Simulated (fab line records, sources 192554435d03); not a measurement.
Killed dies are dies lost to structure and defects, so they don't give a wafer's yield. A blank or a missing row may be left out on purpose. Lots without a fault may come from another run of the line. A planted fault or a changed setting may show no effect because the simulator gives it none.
Which tool did it? | flow n5_finfet | 8 lots, 24 wafers sampled, at 1 step of a route of 1938

WHAT THE GAUGES READ, wafer by wafer
N5_BEOL_M2_OVL_MEAS_29.
lot  | measured     | on         | V1_OVL (nm)
L163 | day 7 08:07  | overlay-01 | -0.8 0.9 -0.9
L166 | day 7 17:59  | overlay-02 | -1.4 -1.6 -1.2
L171 | day 9 01:55  | overlay-02 | -2.4 -2.0 -1.7
L172 | day 9 06:50  | overlay-01 | -0.7 -1.5 0.5
L175 | day 10 03:47 | overlay-01 | -0.2 -1.1 -1.7
L174 | day 10 04:48 | overlay-01 | -1.1 -1.1 -0.7
L179 | day 11 22:08 | overlay-01 | 0.5 -0.1 -1.5
L183 | day 12 23:18 | overlay-01 | -0.2 -0.4 -0.4

WHICH TOOL RAN EACH LOT (tool, then ch and the chambers of the sampled wafers, then the start)
The record holds no process step before these readings.

THE ANSWER, worked out from the rows above alone
Rule: what is usual is taken from the lots themselves. Put in order of their means at a reading, lots are off if they are a third of the lots or fewer, leave a main group of 4 or more, and stand apart from it by a gap of 3 or more times the standard deviation of the main group's means; of several such gaps the widest counts. A main group whose means are all the same, to the digits that the tables above print for the reading, isn't used. A lot without any number at a reading at which 4 lots or more have one is off too. The other lots that the step has rows for count as sound.
No lot is off at any reading shown: from this, nothing can be told.

WHAT THE SIMULATOR HAD PUT IN
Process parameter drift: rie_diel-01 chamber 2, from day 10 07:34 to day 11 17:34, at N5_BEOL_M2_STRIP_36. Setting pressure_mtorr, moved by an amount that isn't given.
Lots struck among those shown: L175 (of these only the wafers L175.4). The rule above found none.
